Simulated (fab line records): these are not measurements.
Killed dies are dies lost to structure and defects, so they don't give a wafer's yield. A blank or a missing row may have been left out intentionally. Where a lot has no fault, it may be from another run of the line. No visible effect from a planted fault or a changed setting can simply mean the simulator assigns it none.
Matching of chambers ; flow n5-finfet ; 3 sister chambers for N5_FIN_SAQP_PECVD_47 on pecvd-02
The step deposits a-Si from SiH4/He, target thk 45 nm, time 36.3 s. 3 wafers are shown with their chamber, then 8 later ones without.

== WAFERS PAIRED WITH THEIR CHAMBERS ==
wafer;chamber;throttle-valve-pct (%)
L089.1;0;17.3
L089.5;2;16.8
L090.2;1;19.0

== WAFERS WITHOUT THEIR CHAMBER ==
wafer;throttle-valve-pct (%)
L090.5;18.0
L090.6;18.8
L094.1;17.7
L094.2;16.5
L094.3;19.0
L095.2;18.0
L095.3;19.1
L095.5;17.7

== THE CHAMBER EACH PASSED THROUGH ==
wafer;from the rows above;in truth
L090.5;can't be placed: 0 or 1 or 2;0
L090.6;1;1
L094.1;can't be placed: 0 or 2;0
L094.2;can't be placed: 2 or 0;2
L094.3;1;1
L095.2;can't be placed: 0 or 1 or 2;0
L095.3;1;1
L095.5;can't be placed: 0 or 2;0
Correctly placed: 3 of 8. These rows do not allow placing 5 (true chamber among the candidates in 5). 0 placed wrongly.
How it was worked out, from the rows above alone: a wafer's distance from a chamber is the root of the sum, over the readings, of the square of ((its reading less the chamber's mean) divided by the reading's scatter). The wafer belongs to the nearest chamber; if the next one is less than 2 further off, it can't be placed. For every chamber, the mean is computed from those of its wafers that are shown. The scatter: root of mean squared gap, hidden wafer to nearest shown wafer, with one shown wafer a chamber.
